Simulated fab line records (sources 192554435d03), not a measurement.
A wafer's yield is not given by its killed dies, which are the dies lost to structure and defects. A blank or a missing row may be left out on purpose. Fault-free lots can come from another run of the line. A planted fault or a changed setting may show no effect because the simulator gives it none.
Which tool is to blame? | flow n5 finfet | 24 lots with 72 wafers sampled at 5 steps, on a route of 1938 steps

## WHAT EACH GAUGE READ, for each wafer
N5_BEOL_M12_INSPECT_12: inspects for defects (macro).
lot  | measured     | on                | raw defect count
L075 | day 10 19:15 | defect inspect-02 | 4 1 4
L074 | day 11 00:46 | defect inspect-02 | 0 1 1
L076 | day 11 04:20 | defect inspect-02 | 5 4 2
L077 | day 11 10:58 | defect inspect-02 | 3 1 3
L078 | day 11 15:13 | defect inspect-02 | 4 3 1
L080 | day 11 16:10 | defect inspect-02 | 1 3 4
L079 | day 11 21:37 | defect inspect-02 | 1 2 1
L083 | day 12 12:51 | defect inspect-02 | 2 2 2
L081 | day 12 12:59 | defect inspect-01 | 0 4 1
L082 | day 12 20:08 | defect inspect-02 | 1 3 2
L085 | day 13 03:23 | defect inspect-02 | 1 3 0
L084 | day 13 19:33 | defect inspect-02 | 1 2 1
L086 | day 13 20:51 | defect inspect-02 | 2 3 6
L087 | day 13 22:16 | defect inspect-01 | 3 2 1
L088 | day 14 18:53 | defect inspect-01 | 2 1 1
L089 | day 14 20:02 | defect inspect-02 | 3 1 0
L090 | day 15 00:36 | defect inspect-02 | 4 4 2
L091 | day 15 01:53 | defect inspect-01 | 1 3 4
L093 | day 15 06:59 | defect inspect-02 | 0 1 3
L094 | day 15 13:35 | defect inspect-02 | 2 2 2
L092 | day 15 16:38 | defect inspect-01 | 3 2 2
L095 | day 15 21:32 | defect inspect-02 | 2 3 2
L096 | day 16 01:29 | defect inspect-02 | 3 3 1
L097 | day 16 06:10 | defect inspect-02 | 1 3 2

N5_BEOL_M12_CD_MEAS_28: the cd target is 160.2 nm.
lot  | measured     | on        | cd nm (nm)
L075 | day 10 20:14 | cd sem-01 | 159.7 159.0 159.4
L074 | day 11 01:37 | cd sem-01 | 161.6 162.3 161.5
L076 | day 11 05:19 | cd sem-01 | 159.6 160.2 161.8
L077 | day 11 11:56 | cd sem-01 | 162.6 158.5 162.0
L078 | day 11 16:11 | cd sem-02 | 163.8 162.1 162.3
L080 | day 11 17:01 | cd sem-03 | 159.4 161.1 162.8
L079 | day 11 22:36 | cd sem-01 | 162.2 156.4 160.5
L083 | day 12 14:46 | cd sem-03 | 160.1 161.4 160.2
L081 | day 12 14:48 | cd sem-01 | 162.4 161.5 162.4
L082 | day 12 20:59 | cd sem-03 | 163.2 161.4 158.7
L085 | day 13 04:27 | cd sem-02 | 159.1 160.4 160.9
L084 | day 13 20:43 | cd sem-01 | 162.5 161.1 160.0
L086 | day 13 21:58 | cd sem-03 | 159.5 157.0 160.8
L087 | day 13 23:42 | cd sem-01 | 162.3 160.5 161.2
L088 | day 14 19:49 | cd sem-02 | 159.9 161.7 160.2
L089 | day 14 21:03 | cd sem-02 | 158.6 159.6 162.6
L090 | day 15 01:35 | cd sem-01 | 163.8 161.4 160.8
L091 | day 15 02:58 | cd sem-03 | 160.4 160.4 161.4
L093 | day 15 07:58 | cd sem-02 | 159.3 161.7 160.5
L094 | day 15 15:14 | cd sem-03 | 161.5 161.8 160.1
L092 | day 15 17:29 | cd sem-02 | 161.5 162.1 161.8
L095 | day 15 22:40 | cd sem-02 | 161.1 159.3 163.4
L096 | day 16 02:29 | cd sem-01 | 158.9 159.3 158.5
L097 | day 16 07:14 | cd sem-03 | 160.2 161.7 160.0

N5_BEOL_M12_OCD_MEAS_35.
lot  | measured     | on     | trench depth nm (nm)
L075 | day 10 20:53 | ocd-02 | 313 314 323
L074 | day 11 02:27 | ocd-02 | 319 315 322
L076 | day 11 06:17 | ocd-01 | 328 318 317
L077 | day 11 12:35 | ocd-02 | 321 323 322
L078 | day 11 16:47 | ocd-02 | 313 321 317
L080 | day 11 17:37 | ocd-01 | 316 320 315
L079 | day 11 23:22 | ocd-01 | 321 307 322
L083 | day 12 15:22 | ocd-02 | 315 315 311
L081 | day 12 15:24 | ocd-01 | 321 322 319
L082 | day 12 21:36 | ocd-01 | 315 316 319
L085 | day 13 05:03 | ocd-02 | 311 315 321
L084 | day 13 21:32 | ocd-01 | 326 317 317
L086 | day 13 22:52 | ocd-01 | 314 319 320
L087 | day 14 00:19 | ocd-02 | 322 320 325
L088 | day 14 20:26 | ocd-01 | 309 322 321
L089 | day 14 21:39 | ocd-01 | 320 307 306
L090 | day 15 02:26 | ocd-01 | 326 316 326
L091 | day 15 03:52 | ocd-02 | 315 315 319
L093 | day 15 08:55 | ocd-02 | 322 320 321
L094 | day 15 15:58 | ocd-01 | 317 308 320
L092 | day 15 18:05 | ocd-02 | 314 321 310
L095 | day 15 23:16 | ocd-01 | 314 324 315
L096 | day 16 03:06 | ocd-01 | 325 314 328
L097 | day 16 08:02 | ocd-02 | 320 310 321

## WHICH TOOL RAN EACH LOT (tool, then ch and the chambers of the sampled wafers, then the start)
lot  | N5_BEOL_M11_ETCH_41                           | N5_BEOL_M11_CMP_52
L075 | rie diel-05 ch 0,1, day 10 18:14 or earlier   | cmp-04 ch 1,2, day 10 18:14
L074 | rie diel-01 ch 0,1,3, day 10 23:41 or earlier | cmp-02 ch 0,2,3, day 10 23:41
L076 | rie diel-02 ch 0,1,3, day 11 03:17 or earlier | cmp-01 ch 0,1,2, day 11 03:17
L077 | rie diel-01 ch 1,2, day 11 09:59 or earlier   | cmp-01 ch 1,2, day 11 09:59
L078 | rie diel-05 ch 0,2, day 11 13:49 or earlier   | cmp-04 ch 0,1,3, day 11 13:49
L080 | rie diel-02 ch 0,1,2, day 11 15:13 or earlier | cmp-02 ch 1,3, day 11 15:13
L079 | rie diel-05 ch 2,3, day 11 20:40 or earlier   | cmp-01 ch 0,2,3, day 11 20:40
L083 | rie diel-02 ch 0,1,2, day 12 11:53 or earlier | cmp-04 ch 2,3, day 12 11:53
L081 | rie diel-01 ch 0,1,2, day 12 12:02 or earlier | cmp-02 ch 1,2, day 12 12:02
L082 | rie diel-05 ch 0,1, day 12 19:02 or earlier   | cmp-01 ch 2,3, day 12 19:02
L085 | rie diel-05 ch 0,1,2, day 13 02:22 or earlier | cmp-04 ch 0,2,3, day 13 02:22
L084 | rie diel-05 ch 0,1,3, day 13 18:26 or earlier | cmp-04 ch 1,2,3, day 13 18:26
L086 | rie diel-02 ch 0,1,3, day 13 19:55 or earlier | cmp-04 ch 0,2,3, day 13 19:55
L087 | rie diel-01 ch 1,2, day 13 21:22 or earlier   | cmp-01 ch 0,1,3, day 13 21:22
L088 | rie diel-05 ch 1,2, day 14 17:58 or earlier   | cmp-01 ch 1,2,3, day 14 17:58
L089 | rie diel-01 ch 0,2,3, day 14 19:04 or earlier | cmp-02 ch 1,2, day 14 19:04
L090 | rie diel-02 ch 1,3, day 14 23:29 or earlier   | cmp-01 ch 1,2, day 14 23:29
L091 | rie diel-01 ch 1,3, day 15 00:47 or earlier   | cmp-04 ch 0,1,2, day 15 00:47
L093 | rie diel-05 ch 2,3, day 15 06:05 or earlier   | cmp-02 ch 0,1,2, day 15 06:05
L094 | rie diel-02 ch 1,2, day 15 12:29 or earlier   | cmp-04 ch 2,3, day 15 12:29
L092 | rie diel-01 ch 1,2,3, day 15 15:40 or earlier | cmp-01 ch 1,2,3, day 15 15:40
L095 | rie diel-01 ch 0,3, day 15 20:34 or earlier   | cmp-01 ch 2,3, day 15 20:34
L096 | rie diel-05 ch 1,2, day 16 00:24 or earlier   | cmp-01 ch 1,2, day 16 00:24
L097 | rie diel-02 ch 0,1,2, day 16 05:08 or earlier | cmp-04 ch 0,1,3, day 16 05:08
- N5_BEOL_M11_ETCH_41: etches SiCN in CH3F/O2, target depth 42.6 nm, time 86 s.
- N5_BEOL_M11_CMP_52: polishes, stops on SiCOH lowk, t overpolish 7 s, target thk 140 nm.

## AS READ BY THE TOOLS THEMSELVES (means over the sampled wafers that have a number; for cases with no such wafer, the mark the record gives instead)
N5_BEOL_M11_ETCH_41.
lot  | tool        | CH3F_flow_sccm (sccm) | drypump motor current A (A) | oes product au (a.u.) | rf vpp V (V) | showerhead plenum p Torr (Torr) | throttle valve pct (%)
L075 | rie diel-05 | 29.95                 | 5.5                         | 0.77                  | 296.5        | 1.92                            | 16.44
L074 | rie diel-01 | 29.95                 | 6.1                         | 0.79                  | 296.4        | 1.98                            | 16.22
L076 | rie diel-02 | 30.10                 | 6.1                         | 0.77                  | 297.8        | 2.03                            | 16.46
L077 | rie diel-01 | 30.04                 | 6.0                         | 0.80                  | 296.7        | 2.01                            | 16.16
L078 | rie diel-05 | 29.94                 | 5.6                         | 0.77                  | 297.4        | 1.96                            | 16.35
L080 | rie diel-02 | 29.90                 | 6.1                         | 0.78                  | 297.3        | 2.05                            | 16.31
L079 | rie diel-05 | 29.96                 | 5.8                         | 0.79                  | 296.8        | 1.98                            | 16.19
L083 | rie diel-02 | 30.01                 | 6.1                         | 0.77                  | 297.8        | 2.05                            | 16.32
L081 | rie diel-01 | 30.15                 | 5.9                         | 0.83                  | 297.8        | 2.02                            | 16.11
L082 | rie diel-05 | 29.99                 | 5.5                         | 0.75                  | 296.0        | 1.91                            | 16.47
L085 | rie diel-05 | 29.93                 | 5.6                         | 0.77                  | 297.1        | 1.93                            | 16.36
L084 | rie diel-05 | 29.96                 | 5.7                         | 0.73                  | 297.7        | 1.96                            | 16.45
L086 | rie diel-02 | 30.09                 | 6.1                         | 0.76                  | 297.8        | 2.02                            | 16.49
L087 | rie diel-01 | 29.90                 | 6.0                         | 0.78                  | 296.8        | 2.00                            | 16.20
L088 | rie diel-05 | 29.95                 | 5.6                         | 0.80                  | 296.2        | 1.92                            | 16.27
L089 | rie diel-01 | 29.99                 | 5.9                         | 0.80                  | 296.9        | 1.99                            | 16.24
L090 | rie diel-02 | 30.06                 | 6.2                         | 0.82                  | 297.5        | 2.02                            | 16.52
L091 | rie diel-01 | 30.00                 | 6.1                         | 0.73                  | 295.7        | 1.96                            | 16.34
L093 | rie diel-05 | 30.05                 | 5.9                         | 0.77                  | 297.3        | 1.97                            | 16.22
L094 | rie diel-02 | 29.93                 | 6.4                         | 0.76                  | 298.1        | 2.01                            | 16.39
L092 | rie diel-01 | 30.00                 | 5.9                         | 0.75                  | 296.7        | 1.97                            | 16.31
L095 | rie diel-01 | 30.00                 | 6.0                         | 0.79                  | 297.0        | 1.99                            | 16.21
L096 | rie diel-05 | 29.97                 | 5.6                         | 0.76                  | 296.1        | 1.91                            | 16.40
L097 | rie diel-02 | 30.02                 | 6.1                         | 0.75                  | 298.8        | 2.04                            | 16.36

N5_BEOL_M11_CMP_52.
lot  | tool   | barrier field endpoint s (s) | motor current A (A) | overpolish run s (s) | time to endpoint s (s)
L075 | cmp-04 | 28.7                         | 5.9                 | 7.010                | 63
L074 | cmp-02 | 30.2                         | 5.8                 | 6.997                | 69
L076 | cmp-01 | 29.3                         | 6.2                 | 6.991                | 67
L077 | cmp-01 | 29.2                         | 6.2                 | 6.990                | 70
L078 | cmp-04 | 28.8                         | 6.0                 | 7.000                | 65
L080 | cmp-02 | 27.8                         | 5.8                 | 7.006                | 64
L079 | cmp-01 | 29.4                         | 5.8                 | 7.003                | 70
L083 | cmp-04 | 28.8                         | 6.1                 | 6.997                | 64
L081 | cmp-02 | 29.1                         | 6.3                 | 7.003                | 68
L082 | cmp-01 | 29.7                         | 5.9                 | 6.993                | 71
L085 | cmp-04 | 29.0                         | 6.3                 | 7.001                | 67
L084 | cmp-04 | 28.8                         | 6.3                 | 6.992                | 64
L086 | cmp-04 | 28.2                         | 6.1                 | 6.990                | 69
L087 | cmp-01 | 29.6                         | 5.9                 | 7.004                | 67
L088 | cmp-01 | 29.1                         | 6.1                 | 6.992                | 67
L089 | cmp-02 | 29.7                         | 6.1                 | 7.003                | 67
L090 | cmp-01 | 29.7                         | 6.1                 | 6.995                | 67
L091 | cmp-04 | 28.5                         | 6.3                 | 6.992                | 64
L093 | cmp-02 | 28.7                         | 5.5                 | 6.988                | 66
L094 | cmp-04 | 28.6                         | 6.4                 | 6.998                | 66
L092 | cmp-01 | 27.8                         | 6.0                 | 6.988                | 64
L095 | cmp-01 | 29.9                         | 5.9                 | 6.997                | 69
L096 | cmp-01 | 28.0                         | 6.3                 | 6.997                | 66
L097 | cmp-04 | 29.1                         | 6.2                 | 6.994                | 69

## THE ANSWER, worked out from the rows above alone
Rule: the lots themselves supply what counts as usual. The widest of any qualifying gaps counts: lots, ordered by their means at a reading, are off when they make up no more than a third of the lots, leave a main group of 4 or more, and stand apart from it by 3 or more times the standard deviation of that group's means. A main group is skipped when, at the precision printed for the reading in the tables above, its means are all equal. A lot without any number at a reading at which 4 lots or more have one is off too. The other lots that the step has rows for count as sound. First the gauges in route order, then the tools' own readings, where a lot's mean is used as printed above. The first step at which some lot is off is used, and at that step the reading that is off furthest; a lot without a number counts as furthest.
Nothing can be told from this: no lot is off at any reading shown.

## WHAT THE SIMULATOR PUT IN
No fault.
